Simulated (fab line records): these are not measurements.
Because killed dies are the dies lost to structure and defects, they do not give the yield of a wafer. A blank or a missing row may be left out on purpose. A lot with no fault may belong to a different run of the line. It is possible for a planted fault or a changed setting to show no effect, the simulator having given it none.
A struck lot beside a sound one + flow n5-finfet + 44 steps out of a route of 1938
Sound: these wafers, L256.2, L256.3, L256.5. Struck: wafer L266.1. (L266.3, L266.5 of the same lot were not struck and are left out.) The cause comes at the end.
At each step with rows: each side's tool, then ch and its chambers, then its first start. Under that, the readings that differ: sound wafers + struck wafers + difference of the means + sigmas: that difference in standard deviations of wafers without a fault.
alike: same words and numbers on both sides, and readings whose means sit less than 2 such deviations apart. not compared: any withheld reading, any reading some wafer has no value for, any bound like >300 that may hide the same value, and any number with overlapping values for which the record gives no deviation.
A row with sigmas, a row that says differs or no value, or rows on one side alone: a step with any of these is where the two part. Numbers that have no deviation but don't overlap get no sigmas and don't part them. Lack of a reading on every wafer of one side parts them only where that side has two or more wafers.

N5_PASSIVATION_OVL_MEAS_60:
  sound on overlay-02 ch 0, day 12 14:09; struck on overlay-02 ch 0, day 15 12:34
  alike: TV_OVL
N5_PASSIVATION_INSPECT_61: inspects for defects (macro).
  sound on defect-inspect-02, day 12 14:11; struck on defect-inspect-01, day 15 12:35
  alike: raw-defect-count
then, 1 step without rows for these wafers: N5_PASSIVATION_DESCUM_12 (chemistry O2, time 7.9 s).
N5_PASSIVATION_PASS_ETCH_74: etches SiNx in CF4/O2, target depth 220 nm, time 110 s.
  sound on rie-diel-02 ch 0,1,3, day 12 14:35; struck on rie-diel-05 ch 2, day 15 13:17
  alike: drypump-motor-current-A, oes-product-au, rf-vpp-V, showerhead-plenum-p-Torr, throttle-valve-pct
  not compared: rf-hours-counter-h
then, 8 steps without rows for these wafers: N5_PASSIVATION_VIA_ETCH_13 (etches SiO2 in CHF3/O2, target depth 660 nm, time 330 s); N5_PASSIVATION_STRIP_14 (strips in O2); N5_PASSIVATION_ETCH_15 (etches SiCN in CF4/N2, target depth 75 nm, time 81.2 s); N5_PASSIVATION_STRIP_73 (strips in post etch residue remover, time 60 s); N5_PASSIVATION_SRD_17 (time 30 s, dry time 30 s); N5_PASSIVATION_DEGAS_18 (time 60 s); N5_PASSIVATION_PRE_CLEAN_19; N5_PASSIVATION_SPUTTER_20 (material TaN, target thk 50 nm).
N5_PASSIVATION_AL_DEP_21: deposits Al, target thk 2800 nm, time 170 s.
  sound on pvd-sputter-02, day 12 15:23; struck on pvd-sputter-01, day 15 13:58
| reading                                       | sound                | struck | difference | sigmas |
|-----------------------------------------------|----------------------|--------|------------|--------|
| susceptor-temp-C (C)                          | 400.14 400.12 399.74 | 400.58 | +0.58      | +3     |
| model.Al_of_PASSIVATION_AL_DEP_21.thk-nm (nm) | 2799 2799 2772       | 3006   | +216       |        |
  alike: throttle-valve-pct
then, 8 steps without rows for these wafers: N5_PASSIVATION_HMDS_23 (time 60 s); N5_PASSIVATION_COAT_24; N5_PASSIVATION_EBR_26; N5_PASSIVATION_SOFTBAKE_25 (time 90 s); N5_PASSIVATION_EXPOSE_27 (exposes mask PAD, defocus 0 nm); N5_PASSIVATION_PEB_28; N5_PASSIVATION_DEVELOP_29 (develop time 60 s); N5_PASSIVATION_HARDBAKE_31 (time 120 s).
N5_PASSIVATION_CD_MEAS_30: the cd target is 4000 nm.
  sound on cd-sem-03 ch 0, day 12 15:59; struck on cd-sem-01 ch 0, day 15 14:26
  alike: cd-nm
N5_PASSIVATION_OVL_MEAS_63:
  sound on overlay-01 ch 0, day 12 16:01; struck on overlay-02 ch 0, day 15 14:29
  alike: PAD_OVL
N5_PASSIVATION_INSPECT_64: inspects for defects (macro).
  sound on defect-inspect-02, day 12 16:02; struck on defect-inspect-01, day 15 14:30
  alike: raw-defect-count
then, 1 step without rows for these wafers: N5_PASSIVATION_DESCUM_32 (chemistry O2, time 7.9 s).
N5_PASSIVATION_AL_ETCH_33: etches Al in Cl2/BCl3, stops on TaN, target depth 2800 nm, time 466.7 s.
  sound on rie-metal-01 ch 0, day 12 16:10; struck on rie-metal-03 ch 0, day 15 14:37
  alike: drypump-motor-current-A, oes-product-au, throttle-valve-pct
  not compared: rf-hours-counter-h
N5_PASSIVATION_ETCH_59: etches TaN in Cl2/BCl3, target depth 65 nm, time 34.9 s.
  sound on rie-metal-01 ch 0, day 12 16:34; struck on rie-metal-03 ch 0, day 15 15:01
  alike: drypump-motor-current-A, oes-product-au, throttle-valve-pct
  not compared: rf-hours-counter-h
N5_PASSIVATION_STRIP_34: strips in O2.
  sound on rie-diel-03 ch 1,2,3, day 12 16:41; struck on rie-diel-03 ch 0, day 15 15:08
  alike: drypump-motor-current-A, o2-flow-sccm, oes-product-au, rf-vpp-V, showerhead-plenum-p-Torr, throttle-valve-pct
  not compared: rf-hours-counter-h
then, 4 steps without rows for these wafers: N5_PASSIVATION_STRIP_51 (strips in post etch residue remover, time 1200 s); N5_PASSIVATION_CLEAN_69 (cleans in IPA, time 180 s); N5_PASSIVATION_SRD_70 (time 30 s); N5_PASSIVATION_PECVD_53 (deposits SiO2 from TEOS/O2, target thk 800 nm, time 169.4 s).
N5_PASSIVATION_PECVD_35: deposits SiNx from SiH4/NH3/N2, target thk 700 nm, time 151.3 s.
  sound on pecvd-02 ch 1,2, day 12 17:17; struck on pecvd-04 ch 2, day 15 16:10
  alike: heater-power-w, showerhead-plenum-p-Torr, susceptor-temp-C, throttle-valve-pct
then, 8 steps without rows for these wafers: N5_PASSIVATION_HMDS_37 (time 60 s); N5_PASSIVATION_COAT_38; N5_PASSIVATION_EBR_40; N5_PASSIVATION_SOFTBAKE_39 (time 120 s); N5_PASSIVATION_EXPOSE_41 (exposes mask PASS OPEN, defocus 0 nm, target cd 40000 nm); N5_PASSIVATION_PEB_42; N5_PASSIVATION_DEVELOP_43 (develop time 60 s); N5_PASSIVATION_HARDBAKE_45 (time 120 s).
N5_PASSIVATION_CD_MEAS_44: the cd target is 40000 nm.
  sound on cd-sem-01 ch 0, day 12 17:43; struck on cd-sem-01 ch 0, day 15 16:35
  alike: cd-nm
N5_PASSIVATION_STRIP_52: strips in post etch residue remover, time 1200 s.
  sound on wet-bench-06 ch 2,5,6, day 12 18:26; struck on wet-bench-03 ch 7, day 15 17:35
| reading                                       | sound          | struck | difference | sigmas |
|-----------------------------------------------|----------------|--------|------------|--------|
| model.Al_of_PASSIVATION_AL_DEP_21.thk-nm (nm) | 2784 2784 2757 | 2991   | +216       |        |
  alike: bath-guard-temp-C
N5_PASSIVATION_PROBE_49:
  record: rows for the struck wafers here (prober-02, day 15 20:01), none for the sound ones

## WHERE THEY PART
Last at N5_PASSIVATION_PROBE_49 as far as this record goes, first at N5_PASSIVATION_AL_DEP_21.

WHY: what had been put in by the simulator
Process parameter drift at N5_PASSIVATION_AL_DEP_21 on pvd-sputter-01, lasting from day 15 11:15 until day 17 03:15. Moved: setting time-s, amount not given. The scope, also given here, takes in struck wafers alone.
